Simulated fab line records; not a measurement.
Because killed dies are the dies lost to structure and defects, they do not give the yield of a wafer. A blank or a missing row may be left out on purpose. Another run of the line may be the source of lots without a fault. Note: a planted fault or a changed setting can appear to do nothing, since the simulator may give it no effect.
Lot-split experiment -- flow n5Finfet -- route with 1938 steps; 7 lots, 39 wafers read

## SPLIT DETAILS
At N5_HKMG_FIN_ETCH_31 (etches SiARC in CF4, target depth 45.5 nm, time 75.8 s), the setting biasW was moved away from the recipe's 36 W on 12 of the 39 wafers read, by -15.3% to +17.6%. The other wafers ran this setting at the recipe's value.

The reading is taken at the split's own step.

## THE READING
rfVppV, in V, at N5_HKMG_FIN_ETCH_31 (etches SiARC in CF4, target depth 45.5 nm, time 75.8 s). On this fab line, fault-free wafers typically give 184.2 V with a standard deviation of 1 V.

wafer,"tool, chamber at the split","biasW as run, W",against the recipe,"rfVppV, V",against lot-mates on the recipe
L079.1,"rieDiel-03, 0",30.49,-15.3%,166.3,-18.2
L079.2,"rieDiel-03, 1",30.49,-15.3%,167.5,-17.0
L079.3,"rieDiel-03, 2",36,recipe,184.5,-
L079.4,"rieDiel-03, 3",36,recipe,182.8,-
L079.5,"rieDiel-03, 2",36,recipe,186.3,-
L079.6,"rieDiel-03, 3",30.49,-15.3%,167.0,-17.5
L080.1,"rieDiel-02, 2",36,recipe,182.9,-
L080.2,"rieDiel-02, 0",36,recipe,184.6,-
L080.3,"rieDiel-02, 3",36,recipe,184.9,-
L080.4,"rieDiel-02, 1",36,recipe,184.7,-
L080.5,"rieDiel-02, 0",36,recipe,185.0,-
L080.6,"rieDiel-02, 3",36,recipe,185.2,-
L082.1,"rieDiel-02, 2",36,recipe,183.3,-
L082.2,"rieDiel-02, 0",36,recipe,185.0,-
L082.5,"rieDiel-02, 3",36,recipe,186.1,-
L083.1,"rieDiel-02, 0",36,recipe,183.6,-
L083.2,"rieDiel-02, 1",42.32,+17.6%,204.3,+20.2
L083.3,"rieDiel-02, 3",36,recipe,185.9,-
L083.4,"rieDiel-02, 2",42.32,+17.6%,202.7,+18.6
L083.5,"rieDiel-02, 0",42.32,+17.6%,203.9,+19.8
L083.6,"rieDiel-02, 1",36,recipe,182.8,-
L090.1,"rieDiel-02, 1",36,recipe,184.4,-
L090.2,"rieDiel-02, 0",36,recipe,184.1,-
L090.3,"rieDiel-02, 2",40.39,+12.2%,197.5,+13.6
L090.4,"rieDiel-02, 3",40.39,+12.2%,199.1,+15.2
L090.5,"rieDiel-02, 2",36,recipe,183.1,-
L090.6,"rieDiel-02, 3",40.39,+12.2%,200.9,+17.0
L094.1,"rieDiel-06, 0",30.64,-14.9%,164.5,-19.3
L094.2,"rieDiel-06, 1",36,recipe,184.2,-
L094.3,"rieDiel-06, 2",30.64,-14.9%,164.4,-19.4
L094.4,"rieDiel-06, 3",36,recipe,183.8,-
L094.5,"rieDiel-06, 3",30.64,-14.9%,166.9,-16.9
L094.6,"rieDiel-06, 2",36,recipe,183.4,-
L097.1,"rieDiel-03, 1",36,recipe,183.5,-
L097.2,"rieDiel-03, 3",36,recipe,185.6,-
L097.3,"rieDiel-03, 0",36,recipe,185.5,-
L097.4,"rieDiel-03, 2",36,recipe,184.1,-
L097.5,"rieDiel-03, 1",36,recipe,183.0,-
L097.6,"rieDiel-03, 2",36,recipe,184.3,-

THE FIT
A straight line over all 39 wafers: rfVppV changes by +1.17 V for each +1% of biasW; r = +0.99; the points scatter about the line by 1.2 V.
The same after taking each lot's own level away (the mean of its wafers on the recipe; 39 wafers): +1.18 V for each +1%; r = +0.99; scatter 1.1 V.
That fit puts the effect of the largest move of biasW on the reading at 21 V.
Across the lots, their own levels run from 183.80 to 184.80 V, a range of 1.0 times the standard deviation given above.
Hence the lot-to-lot level has little effect on the slope; both slopes agree.
Check: for one of the wafers moved furthest among these (+17.6%), held out of the fit, the line's prediction against its lot-mates is +20.7 V. It came out at +20.2 V against them.
Tool readings at the split's step, against how far the setting was moved: rfVppV r = +0.99.

## OTHER SPLITS APPLIED TO THESE WAFERS
Other splits were also applied to these wafers ahead of the reading. Each is held against what the fit with the lots' levels taken away leaves over:
other split on the same wafers,wafers away from the commonest value,r with rfVppV (lot level and that fit taken away)
N5_DUMMY_GATE_HM_DEP_06 targetThkA,24,-0.19
N5_DUMMY_GATE_ETCH_32 timeS,15,-0.07
N5_HKMG_FIN_EXPOSE_09 doseMj,12,+0.11

## FILE'S OWN FIT
rfVppV changes by +1.18 V for each +1% of biasW, r = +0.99.
